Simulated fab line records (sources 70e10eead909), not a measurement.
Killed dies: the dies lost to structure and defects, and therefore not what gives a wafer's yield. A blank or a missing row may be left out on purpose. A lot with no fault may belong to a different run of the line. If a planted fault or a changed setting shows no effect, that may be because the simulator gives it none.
The same fault as seen by 3 desks ; flow nandHarc ; only its own numbers are on each desk; what lay behind them is given at the end

== THE DEFECT DESK ==
What the inspections along the route counted, lot by lot: means of the sampled wafers that have a number. Any lot whose mean is over 4 standard deviations away from the usual mean is out of limits and marked OUT; that distance is given in the brackets.
Columns: A = rawDefectCount at NHARC_A_M1_INSPECT_11, usual 88
lot;first seen here;A
L294;day 24 09:25;112
L298;day 25 14:02;28
L306;day 28 23:44;34
L309;day 30 12:58;32
L314;day 32 11:25;108
This desk's finding: nothing out of limits on any of the 5 lots.

== THE METROLOGY DESK ==
What the gauges read for every lot (on any tool): the sampled wafers with a number, averaged. Any lot whose mean is over 4 standard deviations away from the usual mean is out of limits and marked OUT; that distance is given in the brackets.
Columns: A = cdNm at NHARC_A_M1_CD_MEAS_09, usual 119.9 nm; B = overlayXNm at NHARC_A_M1_OVL_MEAS_10, usual 0.0 nm; C = overlayYNm at NHARC_A_M1_OVL_MEAS_10, usual -0.1 nm; D = cdNm at NHARC_A_M1_CD_MEAS_16, usual 119.8 nm
lot;first seen here;A;B;C;D
L294;day 24 09:18;120.2;-0.6;1.2;120.1
L298;day 25 13:55;120.1;-0.7;-0.3;121.0
L306;day 28 23:37;119.2;0.8;-0.6;118.5
L309;day 30 12:50;120.0;-0.3;-0.2;120.1
L314;day 32 11:17;119.7;0.1;0.7;119.7
This desk's finding: nothing out of limits on any of the 5 lots.

== THE TOOL OWNER'S DESK: pvdSputter-01 ==
The tool's own readings at NHARC_A_M1_PVD_20 (deposits TaN, target thk 5 nm, time 8.06 s): means of the sampled wafers that have a number, for each lot that ran on this tool. Any lot whose mean is over 4 standard deviations away from the usual mean is out of limits and marked OUT; that distance is given in the brackets.
Columns: A = throttleValvePct at NHARC_A_M1_PVD_20, usual 29.6 %
lot;first seen here;A
L294;day 24 10:38;28.9
L306;day 29 00:55;29.0
This desk's finding: nothing out of limits on any of the 2 lots.

== PUT TOGETHER ==
Nothing out of limits was seen by the defect desk.
The metrology desk saw nothing out of limits.
The desk of the tool owner found nothing out of limits.

== WHAT THE SIMULATOR HAD PUT IN ==
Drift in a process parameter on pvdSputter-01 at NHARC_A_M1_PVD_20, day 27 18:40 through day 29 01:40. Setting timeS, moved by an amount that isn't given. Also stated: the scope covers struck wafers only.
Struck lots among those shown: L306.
